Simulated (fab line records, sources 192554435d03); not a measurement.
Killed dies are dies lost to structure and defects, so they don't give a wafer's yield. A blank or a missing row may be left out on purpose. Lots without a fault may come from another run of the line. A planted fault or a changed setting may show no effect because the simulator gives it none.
One fault seen from 2 desks | flow n5_finfet | each desk has only its own numbers; what lay behind them comes last

THE TOOL OWNER'S DESK: rie_diel-02
The tool's own readings at N5_BEOL_M1_ETCH_77 (etches underlayer in N2/H2, target depth 6.5 nm, time 5.2 s): means of the sampled wafers that have a number, for each lot that ran on this tool. A lot is out of limits, marked OUT, if its mean lies more than 4 standard deviations from the usual mean; the brackets give that distance.
Columns: A = drypump_motor_current_A at N5_BEOL_M1_ETCH_77, usual 5.8 A; B = etch_rf_on_time_s at N5_BEOL_M1_ETCH_77, usual 5.23 s; C = oes_product_au at N5_BEOL_M1_ETCH_77, usual 0.68 a.u.; D = rf_fwd_power_W at N5_BEOL_M1_ETCH_77, usual 820.0 W; E = rf_vpp_V at N5_BEOL_M1_ETCH_77, usual 524.3 V; F = showerhead_plenum_p_Torr at N5_BEOL_M1_ETCH_77, usual 2.56 Torr; G = throttle_valve_pct at N5_BEOL_M1_ETCH_77, usual 17.90 %
lot  | first seen here | A   | B               | C    | D                | E               | F    | G
L953 | day 6 17:18     | 5.8 | 5.37            | 0.64 | 820.1            | 524.1           | 2.58 | 17.85
L957 | day 7 07:10     | 5.2 | 4.32 (-10) OUT  | 0.85 | 1019.8 (+77) OUT | 491.2 (-11) OUT | 2.70 | 18.03
L958 | day 7 14:35     | 5.3 | 4.49 (-8.2) OUT | 0.73 | 1022.1 (+78) OUT | 488.2 (-12) OUT | 2.53 | 17.82
L968 | day 10 13:31    | 5.8 | 5.19            | 0.72 | 817.3            | 527.3           | 2.65 | 17.89
L973 | day 11 14:16    | 5.8 | 5.18            | 0.71 | 818.7            | 526.0           | 2.64 | 17.89
L975 | day 11 23:11    | 5.7 | 5.18            | 0.69 | 819.6            | 524.3           | 2.56 | 17.78
This desk's finding: out of limits on L957, L958; first on L957, day 7 07:10 (etch_rf_on_time_s at N5_BEOL_M1_ETCH_77). In limits: L953, L968, L973, L975.

THE METROLOGY DESK
What the gauges read, lot by lot, whatever tool the lot ran on: means of the sampled wafers that have a number. A lot is out of limits, marked OUT, if its mean lies more than 4 standard deviations from the usual mean; the brackets give that distance. Of its 10 readings 7 are shown: those that lie furthest out on some lot.
Columns: A = DIBL_N at N5_BEOL_M4_RC_MEAS_101, usual 36.3 mV/V; B = IOFF_N at N5_BEOL_M4_RC_MEAS_101, usual 0.164 nA/um; C = IOFF_P at N5_BEOL_M4_RC_MEAS_101, usual 0.214 nA/um; D = ION_P at N5_BEOL_M4_RC_MEAS_101, usual 461 uA/um; E = SS_N at N5_BEOL_M4_RC_MEAS_101, usual 71.6 mV/dec; F = VT_N at N5_BEOL_M4_RC_MEAS_101, usual 249.4 mV; G = VT_P at N5_BEOL_M4_RC_MEAS_101, usual -250.0 mV
lot  | first seen here | A    | B     | C     | D   | E    | F     | G
L953 | day 8 04:02     | 36.7 | 0.160 | 0.213 | 462 | 71.7 | 250.3 | -249.3
L958 | day 9 11:40     | 35.1 | 0.130 | 0.201 | 463 | 70.9 | 253.3 | -249.3
L957 | day 9 13:40     | 37.1 | 0.175 | 0.258 | 473 | 71.9 | 246.0 | -244.4
L968 | day 12 05:11    | 35.1 | 0.143 | 0.205 | 462 | 71.6 | 250.4 | -249.4
L970 | day 12 16:58    | 33.6 | 0.132 | 0.180 | 456 | 71.1 | 252.2 | -252.0
L973 | day 13 12:11    | 36.8 | 0.179 | 0.240 | 462 | 71.5 | 246.4 | -248.6
L974 | day 13 14:47    | 38.4 | 0.189 | 0.228 | 465 | 71.7 | 248.2 | -250.1
L975 | day 13 19:11    | 37.0 | 0.173 | 0.229 | 466 | 71.6 | 249.9 | -250.6
This desk's finding: nothing out of limits on any of the 8 lots.

PUT TOGETHER
The tool owner's desk could have raised an alarm at day 7 07:10, on L957, L958.
The metrology desk saw nothing out of limits.
The metrology desk has L957, L958 on record, within its limits.
Of the lots named, all ran N5_BEOL_M1_ETCH_77 on rie_diel-02.

WHAT THE SIMULATOR HAD PUT IN
Process parameter drift: rie_diel-02, from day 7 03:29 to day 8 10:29, at N5_BEOL_M1_ETCH_77. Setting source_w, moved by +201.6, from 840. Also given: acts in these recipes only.
Lots struck among those shown: L957, L958.
Hours from the fault's start to each desk's first reading out of limits: the tool owner's desk, 4.
